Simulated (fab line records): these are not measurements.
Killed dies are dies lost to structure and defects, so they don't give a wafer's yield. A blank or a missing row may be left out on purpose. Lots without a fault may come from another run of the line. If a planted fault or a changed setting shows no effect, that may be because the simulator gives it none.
What tool caused it? || flow n5_finfet || 10 lots, 30 wafers sampled, at 3 steps of a route of 1938

== WHAT THE GAUGES READ, wafer by wafer ==
N5_MOL_CONTACT_COAG_INSPECT_97: inspects for defects (darkfield).
{"lot": "L648", "measured": "day 6 07:08", "on": "defect_inspect-02", "raw_defect_count": "64 35 47"}
{"lot": "L650", "measured": "day 6 11:29", "on": "defect_inspect-01", "raw_defect_count": "27 24 34"}
{"lot": "L651", "measured": "day 6 14:37", "on": "defect_inspect-01", "raw_defect_count": "18 31 29"}
{"lot": "L647", "measured": "day 6 17:34", "on": "defect_inspect-02", "raw_defect_count": "51 29 41"}
{"lot": "L652", "measured": "day 6 17:38", "on": "defect_inspect-01", "raw_defect_count": "19 21 19"}
{"lot": "L658", "measured": "day 8 04:20", "on": "defect_inspect-01", "raw_defect_count": "23 22 37"}
{"lot": "L660", "measured": "day 8 22:19", "on": "defect_inspect-01", "raw_defect_count": "45 24 28"}
{"lot": "L665", "measured": "day 9 23:09", "on": "defect_inspect-01", "raw_defect_count": "42 46 44"}
{"lot": "L667", "measured": "day 10 09:52", "on": "defect_inspect-01", "raw_defect_count": "69 62 55"}
{"lot": "L670", "measured": "day 11 10:23", "on": "defect_inspect-02", "raw_defect_count": "29 40 30"}

== WHAT TOOL EACH LOT RAN ON (gives the tool, then ch and the chambers of the sampled wafers, and finally the start) ==
{"lot": "L648", "N5_MOL_CONTACT_COAG_STRIP_49": "plasma_asher-01 ch 0,1, day 6 00:19", "N5_MOL_CONTACT_COAG_CVD_140": "cvd_w-01 ch 0,1, day 6 00:35"}
{"lot": "L650", "N5_MOL_CONTACT_COAG_STRIP_49": "plasma_asher-02 ch 1, day 6 07:31", "N5_MOL_CONTACT_COAG_CVD_140": "cvd_w-02 ch 0,1, day 6 07:49"}
{"lot": "L651", "N5_MOL_CONTACT_COAG_STRIP_49": "plasma_asher-02 ch 0,1, day 6 10:39", "N5_MOL_CONTACT_COAG_CVD_140": "cvd_w-01 ch 0,1, day 6 10:59"}
{"lot": "L647", "N5_MOL_CONTACT_COAG_STRIP_49": "plasma_asher-01 ch 0,1, day 6 12:38", "N5_MOL_CONTACT_COAG_CVD_140": "cvd_w-02 ch 0,1, day 6 12:55"}
{"lot": "L652", "N5_MOL_CONTACT_COAG_STRIP_49": "plasma_asher-01 ch 0,1, day 6 12:56", "N5_MOL_CONTACT_COAG_CVD_140": "cvd_w-01 ch 0,1, day 6 13:17"}
{"lot": "L658", "N5_MOL_CONTACT_COAG_STRIP_49": "plasma_asher-02 ch 0,1, day 8 00:20", "N5_MOL_CONTACT_COAG_CVD_140": "cvd_w-01 ch 1, day 8 00:37"}
{"lot": "L660", "N5_MOL_CONTACT_COAG_STRIP_49": "plasma_asher-01 ch 1, day 8 18:22", "N5_MOL_CONTACT_COAG_CVD_140": "cvd_w-02 ch 0, day 8 18:39"}
{"lot": "L665", "N5_MOL_CONTACT_COAG_STRIP_49": "plasma_asher-02 ch 0,1, day 9 16:58", "N5_MOL_CONTACT_COAG_CVD_140": "cvd_w-01 ch 0,1, day 9 17:19"}
{"lot": "L667", "N5_MOL_CONTACT_COAG_STRIP_49": "plasma_asher-02 ch 0,1, day 10 05:55", "N5_MOL_CONTACT_COAG_CVD_140": "cvd_w-01 ch 0,1, day 10 06:12"}
{"lot": "L670", "N5_MOL_CONTACT_COAG_STRIP_49": "plasma_asher-02 ch 0,1, day 11 06:24", "N5_MOL_CONTACT_COAG_CVD_140": "cvd_w-02 ch 0,1, day 11 06:41"}
- N5_MOL_CONTACT_COAG_STRIP_49: strips in N2/H2, time 30 s.
- N5_MOL_CONTACT_COAG_CVD_140: deposits W, target thk 66.5 nm, time 215 s.

== THE ANSWER, worked out from the rows above alone ==
Rule: what is usual is taken from the lots themselves. The widest of any qualifying gaps counts: lots, ordered by their means at a reading, are off when they make up no more than a third of the lots, leave a main group of 4 or more, and stand apart from it by 3 or more times the standard deviation of that group's means. The tables above print the reading to a certain number of digits; a main group whose means all agree to those digits is not used. A lot without any number at a reading at which 4 lots or more have one is off too. All remaining lots with rows at the step are treated as sound.
Across all readings shown, no lot is off: no conclusion can be drawn from this.

== WHAT WAS PUT IN BY THE SIMULATOR ==
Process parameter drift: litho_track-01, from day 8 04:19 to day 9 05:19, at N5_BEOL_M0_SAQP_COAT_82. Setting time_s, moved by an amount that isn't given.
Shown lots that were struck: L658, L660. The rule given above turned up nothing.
